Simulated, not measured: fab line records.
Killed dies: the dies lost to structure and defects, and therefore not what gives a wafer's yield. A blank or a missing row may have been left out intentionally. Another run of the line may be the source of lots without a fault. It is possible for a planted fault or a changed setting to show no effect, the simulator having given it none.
The tool behind it: which one? | flow n5 finfet | 6 lots (18 wafers sampled), 1 step of a 1938-step route

WHAT EACH GAUGE READ, for each wafer
N5_MOL_CONTACT_COAG_OVL_MEAS_09.
lot  | measured     | on         | CA_OVL (nm)
L999 | day 5 07:23  | overlay-02 | 0.6 1.0 0.3
L104 | day 6 14:14  | overlay-02 | 1.7 0.6 0.9
L107 | day 7 03:05  | overlay-02 | 1.7 1.3 0.5
L109 | day 7 19:21  | overlay-02 | -0.7 -1.0 -1.4
L115 | day 9 06:26  | overlay-02 | -0.7 -0.7 -0.8
L118 | day 10 02:13 | overlay-02 | 0.3 0.3 0.1

WHICH TOOL RAN EACH LOT (tool, then ch and the chambers of the sampled wafers, then the start)
The record holds no process step before these readings.

THE ANSWER, worked out from the rows above alone
Rule: usual is defined by the lots themselves. The widest of any qualifying gaps counts: lots, ordered by their means at a reading, are off when they make up no more than a third of the lots, leave a main group of 4 or more, and stand apart from it by 3 or more times the standard deviation of that group's means. The tables above print the reading to a certain number of digits; a main group whose means all agree to those digits is not used. Also off: a lot with no number at a reading for which 4 or more lots have one. The other lots that the step has rows for count as sound.
Nothing can be told from this: no lot is off at any reading shown.

WHAT THE SIMULATOR HAD PUT IN
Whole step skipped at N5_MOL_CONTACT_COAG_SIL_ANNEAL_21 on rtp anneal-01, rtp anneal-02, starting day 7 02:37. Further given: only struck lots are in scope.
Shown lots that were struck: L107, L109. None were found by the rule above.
